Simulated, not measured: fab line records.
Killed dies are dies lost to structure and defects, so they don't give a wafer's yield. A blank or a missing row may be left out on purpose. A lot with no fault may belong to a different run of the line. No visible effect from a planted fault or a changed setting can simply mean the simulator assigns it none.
fab line records -- flow nandHarc
record: lots: 5, wafers: 15, lastDay: 33
route steps=1302 shown A_CHANNEL_HOLE_D2@604 A_CHANNEL_FILL_D2@610 END@1302
lots that met no fault: taken from a fault-free run of the same line
startH: hours from the record's first day to the start of the lot's first wafer shown -- waitH: hours since the lot's step before -- " the same as in the row above -- L1.1+2: one row covering several wafers at once -- - no value present, or no start provided -- * or withheld: withheld -- < > ~ a bound
route shown NAME@n: names a module that has steps shown in the file, with the first one's number in the route -- usual: mean/standard deviation taken from wafers without a fault -- same: alike in all rows -- chamber/n: place in a boat -- sites: the reading at each site -- _std_site: the standard deviation of these -- _edge_site: outer sites' mean less inner sites' -- radiusMm: for every site, how far away it sits from the centre of the wafer -- mask NAME#n: copy n -- behind: the most recent tool/chamber to have shaped the wafer -- hold: the reason the lot was held/the length of the hold in hours/how it ended -- device: the transistor (n, p or np) that didn't switch -- end of line: tests run on the same wafers once the route is complete -- step lacking rows: just its recipe -- killed: count of dies lost to structure and defects at first sort (not the wafer's yield) -- map: the dies of a wafer, with x for killed, . for not killed, _ for no die there
set.NAME: the setting the step ran with; set.NAME@STEP: the setting that earlier step ran with -- model.NAME: the simulator's own value behind a step, which no gauge read
lots at selected steps of the route; one table per step, one row per wafer
services: a tool's chamber out of use, with start hour (startH, from the record's first day; less than 0 if before it), hours out, and reason
== steps ==
step: NHARC_A_CHANNEL_HOLE_D2_STRIP_28
recipe: o2FlowSccm: 500, arFlowSccm: 0, biasW: 0, chemistry: O2
usual: drypumpMotorCurrentA: 5.9/0.44, mfcArSccm: 0.006/0.011, oesProductAu: 0.998/0.01, rfVppV: 57.9/0.86, showerheadPlenumPTorr: 3.54/0.12, throttleValvePct: 17.036/0.0092
lot.wafer,tool,chamber,startH,waitH,drypumpMotorCurrentA,mfcArSccm,oesProductAu,rfHoursCounterH,rfVppV,showerheadPlenumPTorr,throttleValvePct
L444.4,rieDiel-07,2,-,-,5.0,0,1.004,9,58.7,3.73,17.048
L444.2,rieDiel-07,1,-,-,6.2,0.013,1.008,10,56.6,3.42,17.042
L444.6,rieDiel-07,2,-,-,5.0,0,1.007,-,60.3,3.73,17.043
L448.2,rieDiel-09,0,-,-,5.9,0.040,1.000,0,58.8,3.70,17.033
L448.4,rieDiel-09,2,-,-,6.1,0,0.993,0,57.8,3.61,17.041
L448.5,rieDiel-09,0,-,-,5.9,0.040,0.997,-,58.4,3.70,17.028
L459.3,rieDiel-07,2,-,-,5.0,0,0.998,8,59.4,3.73,17.045
L459.6,rieDiel-07,3,-,-,5.5,0,0.992,-,58.3,3.58,17.032
L459.5,rieDiel-07,0,-,-,6.7,0,0.988,-,58.7,3.70,17.039
L463.2,rieDiel-09,3,-,-,5.8,0,1.004,8,57.4,3.49,17.025
L463.3,rieDiel-09,1,-,-,5.3,0,0.998,11,57.4,3.46,17.041
L463.5,rieDiel-09,3,-,-,5.9,0,1.003,-,57.0,3.49,17.040
L467.3,rieDiel-03,2,-,-,6.2,0.006,1.001,4,56.4,3.37,17.039
L467.6,rieDiel-03,3,-,-,5.8,0.007,0.975,-,59.7,3.54,17.029
L467.5,rieDiel-03,0,-,-,5.8,0,0.973,-,55.8,3.41,17.037
step: NHARC_A_CHANNEL_HOLE_D2_PRECLEAN_29
recipe: timeS: *, tempC: 50, bathAgeMin: 0, chemistry: SC1
step: NHARC_A_CHANNEL_HOLE_D2_SRD_30
step: NHARC_A_CHANNEL_HOLE_D2_CD_MEAS_31
usual: cdNm: 89.7/1.3
lot.wafer,tool,chamber,startH,waitH,cdNm
L444.2,cdSem-01,-,288.85,-,90.3
L444.4,cdSem-01,-,288.85,-,88.7
L444.6,cdSem-01,-,288.85,-,89.9
L448.2,cdSem-02,-,338.48,-,90.2
L448.4,cdSem-02,-,338.48,-,89.2
L448.5,cdSem-02,-,338.48,-,89.9
L459.3,cdSem-02,-,457.56,-,90.2
L459.5,cdSem-02,-,457.56,-,89.9
L459.6,cdSem-02,-,457.56,-,91.0
L463.2,cdSem-02,-,480.21,-,92.3
L463.3,cdSem-02,-,480.21,-,90.0
L463.5,cdSem-02,-,480.21,-,89.5
L467.3,cdSem-02,-,529.88,-,90.9
L467.5,cdSem-02,-,529.88,-,89.4
L467.6,cdSem-02,-,529.88,-,92.5
step: NHARC_A_CHANNEL_HOLE_D2_XSEM_32
recipe: landingEnergyEv: 35000
usual: botCdNm: 74.3/1.4, bowNm: 8.59/0.3, tiltDeg: 0.06/0.039
lot.wafer,tool,chamber,startH,waitH,botCdNm,bowNm,tiltDeg
L444.2,xsem-02,0,288.94,0.1,75.1,8.47,0.03
L444.4,xsem-02,0,288.94,0.1,73.4,8.41,0.03
L444.6,xsem-02,0,288.94,0.1,73.8,8.40,0.03
L448.2,xsem-02,0,338.57,0.1,74.4,8.47,0.04
L448.4,xsem-02,0,338.57,0.1,74.0,8.52,0.04
L448.5,xsem-02,0,338.57,0.1,75.4,8.37,0.04
L459.3,xsem-02,0,457.65,0.1,75.7,7.90,0.04
L459.5,xsem-02,0,457.65,0.1,75.5,7.94,0.04
L459.6,xsem-02,0,457.65,0.1,76.5,7.90,0.04
L463.2,xsem-01,0,480.30,0.1,76.3,8.16,0.16
L463.3,xsem-01,0,480.30,0.1,74.1,8.18,0.16
L463.5,xsem-01,0,480.30,0.1,73.8,8.19,0.16
L467.3,xsem-02,0,529.97,0.1,75.6,8.93,-0.02
L467.5,xsem-02,0,529.97,0.1,73.5,8.98,-0.02
L467.6,xsem-02,0,529.97,0.1,77.0,8.91,-0.02
step: NHARC_A_CHANNEL_HOLE_D2_INSPECT_40
usual: rawDefectCount: 292/83
lot.wafer,tool,chamber,startH,waitH,rawDefectCount
L444.2,defectInspect-02,-,289.03,-,217
L444.4,defectInspect-02,-,289.03,-,208
L444.6,defectInspect-02,-,289.03,-,225
L448.2,defectInspect-01,-,338.67,-,343
L448.4,defectInspect-01,-,338.67,-,221
L448.5,defectInspect-01,-,338.67,-,301
L459.3,defectInspect-02,-,457.74,-,252
L459.5,defectInspect-02,-,457.74,-,386
L459.6,defectInspect-02,-,457.74,-,307
L463.2,defectInspect-01,-,480.39,-,237
L463.3,defectInspect-01,-,480.39,-,426
L463.5,defectInspect-01,-,480.39,-,179
L467.3,defectInspect-01,-,530.06,-,307
L467.5,defectInspect-01,-,530.06,-,212
L467.6,defectInspect-01,-,530.06,-,274
step: NHARC_A_CHANNEL_FILL_D2_PRECLEAN_00
recipe: timeS: *, tempC: 50, bathAgeMin: 0, chemistry: SC1
step: NHARC_A_CHANNEL_FILL_D2_SRD_01
step: NHARC_A_CHANNEL_FILL_D2_ALD_02
recipe: targetThkA: 60, pulseTimeS: 10, aldCycles: 60, tempC: 300, material: SiO2
usual: aldCycles: 60/0, heaterPowerW: 449/31, precursorPulseHeightRel: 0.997/0.02
lot.wafer,tool,chamber,startH,waitH,aldCycles,heaterPowerW,precursorPulseHeightRel
L444.2,aldHk-04,0,289.23,-,60,492,1.015
L444.4,aldHk-04,2,289.23,-,60,401,0.992
L444.6,aldHk-04,1,289.23,-,60,468,1.011
L448.2,aldHk-02,2,338.93,-,60,391,1.001
L448.4,aldHk-02,0,338.93,-,60,454,0.986
L448.5,aldHk-02,2,338.93,-,60,391,0.990
L459.3,aldHk-04,1,458.22,-,60,486,0.997
L459.5,aldHk-04,3,458.22,-,60,451,0.998
L459.6,aldHk-04,0,458.22,-,60,488,1.005
L463.3,aldHk-02,3,480.58,-,60,473,0.988
L463.2,aldHk-02,1,480.58,-,60,432,0.997
L463.5,aldHk-02,3,480.58,-,60,456,1.034
L467.3,aldHk-04,2,530.29,0.1,60,412,1.005
L467.5,aldHk-04,2,530.29,0.1,60,417,0.971
L467.6,aldHk-04,3,530.29,0.1,60,451,1.042
step: NHARC_A_CHANNEL_FILL_D2_ALD_03
recipe: targetThkA: 60, pulseTimeS: 60, aldCycles: 58, tempC: 630, pressureTorr: 2, material: SiNx
usual: aldCycles: 58/0, chamberPressureTorr: 2.000/0.0052, precursorPulseHeightRel: 0.999/0.02
lot.wafer,tool,chamber,startH,waitH,aldCycles,chamberPressureTorr,precursorPulseHeightRel
L444.2,aldSinBatch-02,0,-,-,58,1.994,0.974
L444.4,aldSinBatch-02,0,-,-,58,1.995,0.994
L444.6,aldSinBatch-02,0,-,-,58,2.004,0.992
L448.2,aldSinBatch-01,0,-,-,58,1.999,0.993
L448.4,aldSinBatch-01,0,-,-,58,1.998,0.987
L448.5,aldSinBatch-01,0,-,-,58,1.999,1.014
L459.3,aldSinBatch-02,0,-,-,58,1.997,0.946
L459.5,aldSinBatch-02,0,-,-,58,1.997,1.026
L459.6,aldSinBatch-02,0,-,-,58,1.995,0.999
L463.2,aldSinBatch-02,0,-,-,58,2.004,1.014
L463.3,aldSinBatch-02,0,-,-,58,2.002,1.017
L463.5,aldSinBatch-02,0,-,-,58,1.997,0.996
L467.3,aldSinBatch-03,0,-,-,58,2.007,0.973
L467.5,aldSinBatch-03,0,-,-,58,2.002,1.025
L467.6,aldSinBatch-03,0,-,-,58,2.006,0.962
step: NHARC_A_CHANNEL_FILL_D2_ALD_14
recipe: targetThkA: 25, pulseTimeS: 10, aldCycles: 25, tempC: 300, material: SiO2
usual: aldCycles: 25/0, heaterPowerW: 448/28, precursorPulseHeightRel: 0.995/0.021
lot.wafer,tool,chamber,startH,waitH,aldCycles,heaterPowerW,precursorPulseHeightRel
L444.2,aldHk-02,0,295.58,0.0,25,433,0.992
L444.4,aldHk-02,3,295.58,0.0,25,444,1.011
L444.6,aldHk-02,0,295.58,0.0,25,430,0.999
L448.2,aldHk-03,3,345.97,0.1,25,451,0.999
L448.4,aldHk-03,0,345.97,0.1,25,502,1.020
L448.5,aldHk-03,3,345.97,0.1,25,447,0.967
L459.3,aldHk-04,0,465.48,0.2,25,485,0.998
L459.6,aldHk-04,1,465.48,0.2,25,483,1.015
L459.5,aldHk-04,2,465.48,0.2,25,412,0.994
L463.2,aldHk-03,3,487.67,0.1,25,454,1.015
L463.3,aldHk-03,0,487.67,0.1,25,500,0.991
L463.5,aldHk-03,2,487.67,0.1,25,427,0.999
L467.3,aldHk-03,3,537.40,0.1,25,441,0.979
L467.5,aldHk-03,1,537.40,0.1,25,430,1.011
L467.6,aldHk-03,2,537.40,0.1,25,443,0.991
step: NHARC_A_CHANNEL_FILL_D2_ALD_15
recipe: targetThkA: 20, pulseTimeS: 60, aldCycles: 19, tempC: 630, pressureTorr: 2, material: SiNx
step: NHARC_A_CHANNEL_FILL_D2_ALD_16
recipe: targetThkA: 15, pulseTimeS: 10, aldCycles: 15, tempC: 300, material: SiO2
usual: aldCycles: 15/0, heaterPowerW: 449/29, precursorPulseHeightRel: 1.001/0.019
lot.wafer,tool,chamber,startH,waitH,aldCycles,heaterPowerW,precursorPulseHeightRel
L444.2,aldHk-03,1,300.74,0.0,15,436,1.014
L444.4,aldHk-03,2,300.74,0.0,15,464,0.980
L444.6,aldHk-03,2,300.74,0.0,15,447,0.988
L448.2,aldHk-03,1,352.02,0.9,20,436,1.020
L448.4,aldHk-03,2,352.02,0.9,15,459,1.000
L448.5,aldHk-03,0,352.02,0.9,15,502,1.032
L459.3,aldHk-04,3,470.59,0.1,15,462,1.023
L459.6,aldHk-04,1,470.59,0.1,15,479,0.992
L459.5,aldHk-04,2,470.59,0.1,15,413,1.002
L463.3,aldHk-04,3,492.75,0.0,15,452,0.962
L463.2,aldHk-04,0,492.75,0.0,15,497,1.004
L463.5,aldHk-04,3,492.75,0.0,15,443,0.996
L467.3,aldHk-04,2,542.54,0.1,15,416,0.998
L467.5,aldHk-04,1,542.54,0.1,15,491,0.966
L467.6,aldHk-04,2,542.54,0.1,15,409,0.990
step: NHARC_A_CHANNEL_FILL_D2_ANNEAL_17
recipe: tempC: 850, timeS: 1800
step: NHARC_END_SORT_01
recipe: tempC: 25
usual: killedAtArray: 53/21, killedAtOther: 0.8/1.1, killedAtPeriphery: 4.2/2.7, killedDies: 58/22, killedOpen: 3.4/1.9, killedShort: 2.5/1.6
same: grossDies: 677
lot.wafer,tool,chamber,startH,waitH,killedAtArray,killedAtOther,killedAtPeriphery,killedDies,killedOpen,killedShort
L444.2,prober-01,0,563.68,2.8,52,0,8,60,5,2
L444.4,prober-01,0,565.29,3.4,50,0,5,55,6,3
L444.6,prober-01,0,566.89,4.0,56,1,5,62,7,5
L448.2,prober-01,0,599.49,2.8,51,2,2,55,4,3
L448.4,prober-01,0,601.11,3.4,53,0,6,59,5,3
L448.5,prober-01,0,601.93,3.8,52,2,2,56,7,5
L459.3,prober-02,0,733.92,3.1,46,2,1,49,2,1
L459.5,prober-02,0,735.53,3.7,52,1,3,56,5,5
L459.6,prober-02,0,736.34,4.0,52,1,1,54,3,4
L463.2,prober-01,0,751.89,2.8,90,4,15,109,1,3
L463.3,prober-01,0,752.70,3.1,113,1,8,122,4,1
L463.5,prober-01,0,754.31,3.7,102,2,15,119,3,2
L467.3,prober-02,0,790.63,3.1,54,1,2,57,7,4
L467.5,prober-02,0,792.23,3.7,59,1,1,61,1,0
L467.6,prober-02,0,793.02,4.0,56,1,6,63,8,0
killed by level:class
L444.2 A_CHANNEL_HOLE_D2:chamberFilmFlake=35 P_GATE:chamberFilmFlake=3 P_BONDPAD:chamberFilmFlake=3 A_CHANNEL_HOLE_D1:chamberFilmFlake=3 A_CHANNEL_FILL_D2:chamberFilmFlake=3 A_CONTACT:chamberFilmFlake=3 P_GATE:geometricParticle:open=1 A_CHANNEL_FILL_D1:geometricParticle:short=1
L444.4 A_CHANNEL_HOLE_D2:chamberFilmFlake=34 A_CONTACT:chamberFilmFlake=4 A_CONTACT:unspecified=3 P_GATE:chamberFilmFlake=2 P_GATE:geometricParticle:open=1 P_M1:geometricParticle:open=1 A_CHANNEL_FILL_D1:geometricParticle:open=1 A_CHANNEL_FILL_D1:geometricParticle:short=1
L444.6 A_CHANNEL_HOLE_D2:chamberFilmFlake=34 A_CONTACT:chamberFilmFlake=5 A_CHANNEL_FILL_D1:geometricParticle:open=3 P_GATE:chamberFilmFlake=3 A_SLIT:chamberFilmFlake=3 P_CONTACT:geometricParticle:short=2 A_CONTACT:unspecified=2 A_SOURCE_PLATE:geometricParticle:short=1
L448.2 A_SLIT:chamberFilmFlake=24 A_CHANNEL_HOLE_D2:chamberFilmFlake=13 A_ONON_D2:geometricParticle:short=2 A_DECK1_JOINT:chamberFilmFlake=2 A_STAIRCASE:chamberFilmFlake=2 A_CONTACT:chamberFilmFlake=2 THIN_TSV:chamberFilmFlake=2 P_CONTACT:geometricParticle:open=1
L448.4 A_SLIT:chamberFilmFlake=26 A_CHANNEL_HOLE_D2:chamberFilmFlake=9 A_CONTACT:chamberFilmFlake=4 A_DECK1_JOINT:chamberFilmFlake=3 A_CHANNEL_FILL_D2:chamberFilmFlake=3 A_CHANNEL_FILL_D1:geometricParticle:open=2 P_STI:chamberFilmFlake=2 P_STI:geometricParticle:open=1
L448.5 A_SLIT:chamberFilmFlake=18 A_CHANNEL_HOLE_D2:chamberFilmFlake=10 A_CONTACT:chamberFilmFlake=5 A_CHANNEL_FILL_D2:chamberFilmFlake=4 A_ONON_D2:geometricParticle:open=3 A_WL_FILL:geometricParticle:short=2 A_M0:geometricParticle:open=2 A_CHANNEL_HOLE_D1:chamberFilmFlake=2
L459.3 A_CHANNEL_HOLE_D1:chamberFilmFlake=37 A_STAIRCASE:chamberFilmFlake=2 A_CONTACT:chamberFilmFlake=2 THIN_TSV:chamberFilmFlake=2 A_ONON_D2:geometricParticle:short=1 A_CONTACT:geometricParticle:open=1 A_M0:geometricParticle:open=1 P_STI:chamberFilmFlake=1
L459.5 A_CHANNEL_HOLE_D1:chamberFilmFlake=32 A_STAIRCASE:chamberFilmFlake=5 A_CHANNEL_FILL_D2:geometricParticle:open=2 A_M0:geometricParticle:short=2 A_SLIT:chamberFilmFlake=2 A_CONTACT:chamberFilmFlake=2 P_CONTACT:geometricParticle:short=1 P_M0:geometricParticle:open=1
L459.6 A_CHANNEL_HOLE_D1:chamberFilmFlake=36 A_SLIT:chamberFilmFlake=3 A_CONTACT:chamberFilmFlake=3 A_STAIRCASE:chamberFilmFlake=2 P_CONTACT:geometricParticle:open=1 A_CHANNEL_FILL_D1:geometricParticle:short=1 A_CHANNEL_FILL_D1:geometricParticle:open=1 A_SGD_CUT:geometricParticle:short=1
L463.2 A_CHANNEL_HOLE_D1:chamberFilmFlake=33 A_SLIT:chamberFilmFlake=26 A_CHANNEL_HOLE_D2:chamberFilmFlake=20 P_CONTACT:chamberFilmFlake=7 A_CONTACT:chamberFilmFlake=7 P_GATE:chamberFilmFlake=5 THIN_TSV:chamberFilmFlake=3 A_STAIRCASE:chamberFilmFlake=2
L463.3 A_SLIT:chamberFilmFlake=35 A_CHANNEL_HOLE_D1:chamberFilmFlake=33 A_CHANNEL_HOLE_D2:chamberFilmFlake=32 P_CONTACT:chamberFilmFlake=7 A_CONTACT:chamberFilmFlake=6 A_CHANNEL_FILL_D1:geometricParticle:short=1 A_CHANNEL_FILL_D1:geometricParticle:open=1 A_ONON_D2:geometricParticle:open=1
L463.5 A_SLIT:chamberFilmFlake=31 A_CHANNEL_HOLE_D2:chamberFilmFlake=29 A_CHANNEL_HOLE_D1:chamberFilmFlake=27 P_CONTACT:chamberFilmFlake=8 A_CONTACT:chamberFilmFlake=6 A_STAIRCASE:chamberFilmFlake=4 P_ZERO_WELL:chamberFilmFlake=2 P_STI:chamberFilmFlake=2
L467.3 A_CHANNEL_HOLE_D2:chamberFilmFlake=22 A_SLIT:chamberFilmFlake=9 A_CHANNEL_HOLE_D1:chamberFilmFlake=8 A_CONTACT:chamberFilmFlake=4 A_DECK1_JOINT:geometricParticle:open=2 A_CHANNEL_HOLE_D1:geometricParticle:open=2 P_CONTACT:geometricParticle:open=1 P_M0:geometricParticle:open=1
L467.5 A_CHANNEL_HOLE_D2:chamberFilmFlake=22 A_CHANNEL_HOLE_D1:chamberFilmFlake=14 A_CONTACT:chamberFilmFlake=9 A_SLIT:chamberFilmFlake=7 A_ZERO_WELL:chamberFilmFlake=2 A_CHANNEL_FILL_D2:chamberFilmFlake=2 A_STAIRCASE:chamberFilmFlake=2 A_CHANNEL_HOLE_D1:geometricParticle:open=1
L467.6 A_CHANNEL_HOLE_D2:chamberFilmFlake=23 A_CHANNEL_HOLE_D1:chamberFilmFlake=10 A_SLIT:chamberFilmFlake=10 A_CONTACT:chamberFilmFlake=6 A_WL_FILL:chamberFilmFlake=3 P_M0:geometricParticle:open=2 P_GATE:chamberFilmFlake=2 P_STI:geometricParticle:open=1
== services ==
tool,chamber,startH,hours,kind
aldSinBatch-02,-,266.00,26.0,pm
rieDiel-09,3,271.37,3.9,repair
rieDiel-03,-,281.30,9.0,pm
rieDiel-07,-,294.20,9.0,pm
aldSinBatch-03,-,299.84,4.8,repair
rieDiel-07,0,304.44,9.0,repair
aldHk-03,-,313.26,0.4,repair
rieDiel-09,-,320.10,9.0,pm
aldHk-02,-,332.87,1.4,repair
rieDiel-03,2,333.34,7.8,repair
rieDiel-07,2,339.38,4.8,repair
rieDiel-07,1,341.13,14.0,repair
rieDiel-09,0,347.62,5.8,repair
rieDiel-03,2,371.91,2.6,repair
xsem-01,-,374.00,14.0,pm
rieDiel-07,3,375.34,13.3,repair
aldSinBatch-02,-,378.80,8.9,repair
rieDiel-09,0,383.05,4.4,repair
aldHk-03,-,392.71,10.0,pm
aldHk-04,-,432.00,10.0,pm
aldHk-03,-,450.92,0.8,repair
rieDiel-07,-,471.20,9.0,pm
rieDiel-09,-,497.10,9.0,pm
aldHk-02,-,526.04,10.0,pm
== key ==
firstSign: step: NHARC_A_CHANNEL_FILL_D2_ALD_16, reading: aldCycles, direction: up, sigmas: 99+, usual: 15, struck: 20
effect none on later readings
metAt NHARC_A_CHANNEL_FILL_D2_ALD_16
struckWafers L448.2
testerLeftOut L448
onsetBetween 300.74 352.02
fault: kind: processParameterDrift, tool: aldHk-03, chamber: 1, onsetH: 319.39, steps: NHARC_A_CHANNEL_FILL_D2_ALD_16, channel: aldCycles, offset: 5, shape: step, endH: 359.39, actsIn: theseRecipesOnly, stated: 15
testerLeftOut: of these lots the tester's yield and bins aren't shown, on N5 and GAA mostly nor the transistor test; their killed dies are dies lost to structure and defects alone, not to doping, threshold or leakage, so they don't give the yield
